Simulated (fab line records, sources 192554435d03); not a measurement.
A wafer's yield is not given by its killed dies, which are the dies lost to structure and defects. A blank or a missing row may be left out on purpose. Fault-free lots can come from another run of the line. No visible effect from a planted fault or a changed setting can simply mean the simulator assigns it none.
2 desks, one fault | flow n5Finfet | every desk sees just its own numbers, and what lay behind them comes last

THE DEFECT DESK
For each lot, the counts of the inspections along the route, averaged over the sampled wafers that have a number. Any lot whose mean is over 4 standard deviations away from the usual mean is out of limits and marked OUT; that distance is given in the brackets.
Columns: A = rawDefectCount at N5_BEOL_M8_INSPECT_13, usual 424; B = rawDefectCount at N5_BEOL_M8_INSPECT_30, usual 417
lot  | first seen here | A   | B
L308 | day 9 08:49     | 324 | 333
L322 | day 13 03:10    | 429 | 424
L327 | day 13 21:34    | 682 | 667
L326 | day 14 08:34    | 626 | 636
This desk found nothing out of limits on any of the 4 lots.

THE TOOL OWNER'S DESK: pvdSputter-03
The tool's own readings at N5_BEOL_M8_HM_DEP_02 (deposits TiN, target thk 20 nm): means of the sampled wafers that have a number, for each lot that ran on this tool. Any lot whose mean is over 4 standard deviations away from the usual mean is out of limits and marked OUT; that distance is given in the brackets.
Columns: A = throttleValvePct at N5_BEOL_M8_HM_DEP_02, usual 30.0 %
lot  | first seen here | A
L322 | day 13 02:37    | 29.2
L327 | day 13 21:07    | 29.4
L326 | day 14 08:08    | 29.6
This desk found nothing out of limits on any of the 3 lots.

BROUGHT TOGETHER
No out-of-limits result turned up at the defect desk.
The tool owner's desk saw nothing out of limits.

WHAT THE SIMULATOR PUT IN
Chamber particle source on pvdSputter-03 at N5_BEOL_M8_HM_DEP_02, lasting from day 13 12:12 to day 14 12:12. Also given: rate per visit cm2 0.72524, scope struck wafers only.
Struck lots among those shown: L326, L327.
